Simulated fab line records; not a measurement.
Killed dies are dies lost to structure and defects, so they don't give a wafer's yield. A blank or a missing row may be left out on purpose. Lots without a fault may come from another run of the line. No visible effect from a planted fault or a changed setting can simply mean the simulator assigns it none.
Split-lot experiment | flow n5_finfet | 21 wafers read across 7 lots, on a route 1938 steps long

== THE SPLIT ==
At N5_FIN_CUT_ETCH_21 (etches SOC in N2/H2, target depth 219 nm, overetch 43.8 nm, time 523.5 s), the setting time_s was moved away from the recipe's 523.5 s on 3 of the 21 wafers read, by -11.5% to +15.5%. This setting was run at the recipe's value on the other wafers.

The reading comes from the split's own step.

== THE READING ==
SiARC_of_FIN_CUT_COAT_19.thk_nm (the simulator's own value, which no gauge read), in nm, at N5_FIN_CUT_ETCH_21 (etches SOC in N2/H2, target depth 219 nm, overetch 43.8 nm, time 523.5 s). No usual value for it is given in the file. Average 11.9 nm, standard deviation 0.19 nm, over the 18 wafers here run with the recipe.

wafer  | tool, chamber at the split | time_s as run, s | against the recipe | SiARC_of_FIN_CUT_COAT_19.thk_nm, nm | against lot-mates on the recipe
L074.1 | rie_diel-03, 1,3           | 523.5            | recipe             | 12                                  | -
L074.3 | rie_diel-03, 1,3           | 523.5            | recipe             | 12                                  | -
L074.2 | rie_diel-03, 0             | 565              | +7.9%              | 11.4                                | -0.6
L077.3 | rie_diel-03, 2,0,2         | 523.5            | recipe             | 12.2                                | -
L077.4 | rie_diel-03, 2,0,2         | 523.5            | recipe             | 12.2                                | -
L077.5 | rie_diel-03, 2,0,2         | 523.5            | recipe             | 12.2                                | -
L078.2 | rie_diel-02, 0             | 523.5            | recipe             | 11.8                                | -
L078.4 | rie_diel-02, 3             | 523.5            | recipe             | 12                                  | -
L078.5 | rie_diel-02, 0             | 463.1            | -11.5%             | 13                                  | +1.1
L081.3 | rie_diel-02, 2             | 523.5            | recipe             | 12                                  | -
L081.4 | rie_diel-02, 1             | 523.5            | recipe             | 11.6                                | -
L081.5 | rie_diel-02, 0             | 523.5            | recipe             | 11.8                                | -
L084.1 | rie_diel-02, 0             | 523.5            | recipe             | 11.8                                | -
L084.4 | rie_diel-02, 0             | 523.5            | recipe             | 11.8                                | -
L084.5 | rie_diel-02, 3             | 523.5            | recipe             | 11.6                                | -
L087.1 | rie_diel-03, 1             | 604.8            | +15.5%             | 10.8                                | -1.2
L087.3 | rie_diel-03, 0,2           | 523.5            | recipe             | 12                                  | -
L087.4 | rie_diel-03, 0,2           | 523.5            | recipe             | 12                                  | -
L094.3 | rie_diel-02, 1             | 523.5            | recipe             | 11.8                                | -
L094.6 | rie_diel-02, 1             | 523.5            | recipe             | 11.8                                | -
L094.4 | rie_diel-02, 3             | 523.5            | recipe             | 11.6                                | -
When a row names more than one chamber, that row covers several wafers, and the file does not tell which wafer ran in which chamber.

THE FIT
A straight line over all 21 wafers: SiARC_of_FIN_CUT_COAT_19.thk_nm changes by -0.0777 nm for each +1% of time_s; r = -0.89; the points scatter about the line by 0.19 nm.
The same after taking each lot's own level away (the mean of its wafers on the recipe; 21 wafers): -0.0829 nm for each +1%; r = -0.97; scatter 0.098 nm.
On that fit, the largest move of time_s shifts the reading by 1.3 nm.
Measured against the standard deviation above, the lots' own levels, which go from 11.73 to 12.20 nm, span 2.4 times it.
So the lot-to-lot level changes the slope little: the two slopes agree.
Check: -1.37 nm against its lot-mates is what the line predicts for one of the wafers moved furthest among these (+15.5%) when that wafer is left out of the fit. Against them it came out at -1.2 nm.

== THE OTHER SPLITS THESE WAFERS WENT THROUGH ==
Note: prior to the reading, these wafers also went through further splits. Each is held against what the fit with the lots' levels taken away leaves over:
other split on the same wafers            | wafers away from the commonest value | r with SiARC_of_FIN_CUT_COAT_19.thk_nm (lot level and that fit taken away)
N5_PMOS_HMC_CHANNEL_EPI_EXPOSE_06 dose_mj | 2                                    | -0.17
N5_PMOS_HMC_CHANNEL_EPI_PEB_07 peb_temp_c | 9                                    | +0.12

== THE FILE'S OWN FIT ==
SiARC_of_FIN_CUT_COAT_19.thk_nm changes by -0.0825 nm for each +1% of time_s, r = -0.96.
